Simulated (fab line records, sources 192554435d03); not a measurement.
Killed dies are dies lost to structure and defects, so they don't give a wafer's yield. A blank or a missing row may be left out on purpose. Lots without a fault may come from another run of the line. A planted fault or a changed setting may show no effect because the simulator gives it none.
Split-lot experiment | flow n5_finfet | 7 lots, 39 wafers read, on a route of 1938 steps

THE SPLIT
At N5_HKMG_FIN_ALD_79 (deposits TiN, target thk 1.5 nm, pulse time 1 s, purge time 3 s), the setting ald_cycles was moved away from the recipe's 68 on 15 of the 39 wafers read, by -45.6% to +54.4%. The other wafers ran this setting at the recipe's value.

The reading is taken at the split's own step.

THE READING
TiN_of_HKMG_FIN_ALD_79.thk_nm (the simulator's own value, which no gauge read), in nm, at N5_HKMG_FIN_ALD_79 (deposits TiN, target thk 1.5 nm, pulse time 1 s, purge time 3 s). The file gives no usual value for it. The 24 wafers here that ran the recipe average 1.4 nm, standard deviation 0.087 nm.

wafer  | tool, chamber at the split | ald_cycles as run | against the recipe | TiN_of_HKMG_FIN_ALD_79.thk_nm, nm | against lot-mates on the recipe
L075.1 | ald_metal-04, 3,2,2        | 68                | recipe             | 1.4                               | -
L075.4 | ald_metal-04, 3,2,2        | 68                | recipe             | 1.4                               | -
L075.5 | ald_metal-04, 3,2,2        | 68                | recipe             | 1.4                               | -
L075.2 | ald_metal-04, 0,1,1        | 38                | -44.1%             | 0.8                               | -0.6
L075.3 | ald_metal-04, 0,1,1        | 38                | -44.1%             | 0.8                               | -0.6
L075.6 | ald_metal-04, 0,1,1        | 38                | -44.1%             | 0.8                               | -0.6
L079.1 | ald_metal-01, 3            | 68                | recipe             | 1.4                               | -
L079.3 | ald_metal-01, 0,3          | 68                | recipe             | 1.6                               | -
L079.6 | ald_metal-01, 0,3          | 68                | recipe             | 1.6                               | -
L080.1 | ald_metal-04, 2,1,0        | 68                | recipe             | 1.4                               | -
L080.4 | ald_metal-04, 2,1,0        | 68                | recipe             | 1.4                               | -
L080.5 | ald_metal-04, 2,1,0        | 68                | recipe             | 1.4                               | -
L080.2 | ald_metal-04, 3,0,3        | 53                | -22.1%             | 1.2                               | -0.2
L080.3 | ald_metal-04, 3,0,3        | 53                | -22.1%             | 1.2                               | -0.2
L080.6 | ald_metal-04, 3,0,3        | 53                | -22.1%             | 1.2                               | -0.2
L084.1 | ald_metal-04, 0,1          | 68                | recipe             | 1.6                               | -
L084.4 | ald_metal-04, 0,1          | 68                | recipe             | 1.6                               | -
L084.2 | ald_metal-04, 3,3,0        | 43                | -36.8%             | 1                                 | -0.5
L084.5 | ald_metal-04, 3,3,0        | 43                | -36.8%             | 1                                 | -0.5
L084.6 | ald_metal-04, 3,3,0        | 43                | -36.8%             | 1                                 | -0.5
L084.3 | ald_metal-04, 2            | 68                | recipe             | 1.4                               | -
L083.1 | ald_metal-04, 0,1,2        | 37                | -45.6%             | 0.8                               | -0.6
L083.2 | ald_metal-04, 0,1,2        | 37                | -45.6%             | 0.8                               | -0.6
L083.4 | ald_metal-04, 0,1,2        | 37                | -45.6%             | 0.8                               | -0.6
L083.3 | ald_metal-04, 3,0,3        | 68                | recipe             | 1.4                               | -
L083.5 | ald_metal-04, 3,0,3        | 68                | recipe             | 1.4                               | -
L083.6 | ald_metal-04, 3,0,3        | 68                | recipe             | 1.4                               | -
L092.1 | ald_metal-03, 2,0,3,1,3,2  | 68                | recipe             | 1.4                               | -
L092.2 | ald_metal-03, 2,0,3,1,3,2  | 68                | recipe             | 1.4                               | -
L092.3 | ald_metal-03, 2,0,3,1,3,2  | 68                | recipe             | 1.4                               | -
L092.4 | ald_metal-03, 2,0,3,1,3,2  | 68                | recipe             | 1.4                               | -
L092.5 | ald_metal-03, 2,0,3,1,3,2  | 68                | recipe             | 1.4                               | -
L092.6 | ald_metal-03, 2,0,3,1,3,2  | 68                | recipe             | 1.4                               | -
L093.1 | ald_metal-01, 1            | 68                | recipe             | 1.4                               | -
L093.2 | ald_metal-01, 0,2,3        | 105               | +54.4%             | 2.4                               | +0.9
L093.5 | ald_metal-01, 0,2,3        | 105               | +54.4%             | 2.4                               | +0.9
L093.6 | ald_metal-01, 0,2,3        | 105               | +54.4%             | 2.4                               | +0.9
L093.3 | ald_metal-01, 2,3          | 68                | recipe             | 1.6                               | -
L093.4 | ald_metal-01, 2,3          | 68                | recipe             | 1.6                               | -
Where a row lists several chambers, the file gives one row for several wafers and doesn't say which wafer went through which chamber.

THE FIT
A straight line over all 39 wafers: TiN_of_HKMG_FIN_ALD_79.thk_nm changes by +0.0153 nm for each +1% of ald_cycles; r = +0.98; the points scatter about the line by 0.083 nm.
The same after taking each lot's own level away (the mean of its wafers on the recipe; 39 wafers): +0.0144 nm for each +1%; r = +0.99; scatter 0.061 nm.
On that fit, the largest move of ald_cycles shifts the reading by 0.78 nm.
The lots' own levels span 1.40 to 1.53 nm, that is 1.5 times the standard deviation above.
So the lot-to-lot level changes the slope little: the two slopes agree.
Check: with one of the wafers moved furthest among these (+54.4%) left out of the fit, the line predicts +0.793 nm for it against its lot-mates. It came out at +0.867 nm against them.

OTHER SPLITS ON THESE WAFERS
These wafers also went through other splits before the reading. Each is held against what the fit with the lots' levels taken away leaves over:
other split on the same wafers     | wafers away from the commonest value | r with TiN_of_HKMG_FIN_ALD_79.thk_nm (lot level and that fit taken away)
N5_ZERO_LAYER_PECVD_02 time_s      | 18                                   | +0.20
N5_FIN_SAQP_HM_DEP_03 target_thk_a | 15                                   | +0.17
N5_SD_EPI_N_ETCH_45 target_depth_a | 15                                   | -0.12

THE FILE'S OWN FIT
TiN_of_HKMG_FIN_ALD_79.thk_nm changes by +0.0142 nm for each +1% of ald_cycles, r = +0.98.
